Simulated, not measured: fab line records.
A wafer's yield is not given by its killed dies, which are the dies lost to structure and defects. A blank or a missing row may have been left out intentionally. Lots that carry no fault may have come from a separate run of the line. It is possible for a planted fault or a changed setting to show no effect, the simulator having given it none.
Split-lot trial -- flow n5Finfet -- on a route of 1938 steps: 7 lots, 39 wafers read

## ABOUT THE SPLIT
At N5_BEOL_M12_SPUTTER_43 (material TaN, target thk 15 nm, time 24.19 s), the setting targetThkA was moved away from the recipe's 150 angstrom on 9 of the 39 wafers read, by -58.0% to +49.6%. This setting was run at the recipe's value on the other wafers.

## FROM THE SPLIT TO THE READING: what the file shows between them, 4 steps
- N5_BEOL_M12_SPUTTER_44: material Ta, target thk 10 nm, time 16.13 s
- N5_BEOL_M12_SPUTTER_45: material Cu, target thk 80 nm, time 13.33 s
- N5_BEOL_M12_ECD_47: material Cu, target thk 720 nm
- N5_BEOL_M12_ANNEAL_48: time 90 s

## THE READING
barrierFieldEndpointS, in s, at N5_BEOL_M12_CMP_49 (polishes, stops on SiOC, t overpolish 20.6 s, target thk 320 nm). Fault-free wafers of this fab line usually give 30.3 s, standard deviation 0.76 s.

wafer,"tool, chamber at the split","targetThkA as run, angstrom",against the recipe,"barrierFieldEndpointS, s",against lot-mates on the recipe
L074.1,"pvdSputter-02, -",150,recipe,31.9,-
L074.3,"pvdSputter-02, -",224.4,+49.6%,40.1,+8.7
L074.4,"pvdSputter-02, -",224.4,+49.6%,40.6,+9.2
L074.2,"pvdSputter-02, -",150,recipe,31.1,-
L074.5,"pvdSputter-02, -",224.4,+49.6%,41.5,+10.1
L074.6,"pvdSputter-02, -",150,recipe,31.2,-
L078.1,"pvdSputter-01, -",150,recipe,30.4,-
L078.2,"pvdSputter-01, -",150,recipe,31.5,-
L078.3,"pvdSputter-01, -",150,recipe,31.4,-
L078.4,"pvdSputter-01, -",150,recipe,30.4,-
L078.5,"pvdSputter-01, -",150,recipe,31.1,-
L078.6,"pvdSputter-01, -",150,recipe,30.7,-
L085.4,"pvdSputter-03, -",150,recipe,29.7,-
L085.3,"pvdSputter-03, -",150,recipe,30.6,-
L085.1,"pvdSputter-03, -",150,recipe,30.4,-
L085.2,"pvdSputter-03, -",150,recipe,29.9,-
L085.5,"pvdSputter-03, -",150,recipe,29.7,-
L085.6,"pvdSputter-03, -",150,recipe,30.6,-
L088.1,"pvdSputter-03, -",150,recipe,30.7,-
L088.4,"pvdSputter-03, -",63.04,-58.0%,20.4,-10.8
L088.2,"pvdSputter-03, -",150,recipe,31.8,-
L088.3,"pvdSputter-03, -",63.04,-58.0%,20.5,-10.7
L088.6,"pvdSputter-03, -",150,recipe,31.0,-
L088.5,"pvdSputter-03, -",63.04,-58.0%,20.0,-11.2
L086.2,"pvdSputter-01, -",150,recipe,28.7,-
L086.4,"pvdSputter-01, -",150,recipe,28.7,-
L086.6,"pvdSputter-01, -",150,recipe,29.5,-
L093.2,"pvdSputter-01, -",150,recipe,30.2,-
L093.3,"pvdSputter-01, -",194.1,+29.4%,35.6,+5.4
L093.4,"pvdSputter-01, -",150,recipe,29.8,-
L093.1,"pvdSputter-01, -",194.1,+29.4%,34.8,+4.6
L093.6,"pvdSputter-01, -",150,recipe,30.5,-
L093.5,"pvdSputter-01, -",194.1,+29.4%,35.5,+5.3
L096.4,"pvdSputter-02, -",150,recipe,29.5,-
L096.3,"pvdSputter-02, -",150,recipe,29.4,-
L096.1,"pvdSputter-02, -",150,recipe,29.0,-
L096.2,"pvdSputter-02, -",150,recipe,29.2,-
L096.5,"pvdSputter-02, -",150,recipe,29.4,-
L096.6,"pvdSputter-02, -",150,recipe,29.1,-

FIT RESULTS
A straight line over all 39 wafers: barrierFieldEndpointS changes by +0.186 s for each +1% of targetThkA; r = +0.98; the points scatter about the line by 0.93 s.
The same after taking each lot's own level away (the mean of its wafers on the recipe; 39 wafers): +0.186 s for each +1%; r = +1.00; scatter 0.4 s.
Per that fit: largest targetThkA move, reading shift of 11 s.
Measured against the standard deviation above, the lots' own levels, which go from 28.97 to 31.40 s, span 3.2 times it.
Hence the lot-to-lot level has little effect on the slope; both slopes agree.
Check: with one of the wafers moved furthest among these (-58.0%) left out of the fit, the line predicts -10.8 s for it against its lot-mates. Against them it came out at -10.8 s.

## FURTHER SPLITS ON THESE WAFERS
Other splits were also applied to these wafers ahead of the reading. Each is held against what the fit with the lots' levels taken away leaves over:
other split on the same wafers,wafers away from the commonest value,r with barrierFieldEndpointS (lot level and that fit taken away)
N5_BEOL_M6_HM_DEP_02 targetThkA,15,+0.11
N5_BEOL_M8_VIA_ETCH_34 targetDepthA,15,+0.02

## THE WHOLE CHAIN: every reading that the file lists as answering this split, in the file's order
step,what it does,reading,change (the file's fit),r (the file's)
N5_BEOL_M12_SPUTTER_43,"material TaN, target thk 15 nm, time 24.19 s","TaN_of_BEOL_M12_SPUTTER_43.thkNm (the simulator's own value, which no gauge read)",+0.15 nm for each +1% of the setting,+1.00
N5_BEOL_M12_CMP_49,"polishes, stops on SiOC, t overpolish 20.6 s, target thk 320 nm",barrierFieldEndpointS,+0.186 s for each +1% of the setting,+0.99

## THE FILE'S OWN FIT
barrierFieldEndpointS changes by +0.186 s for each +1% of targetThkA, r = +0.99.
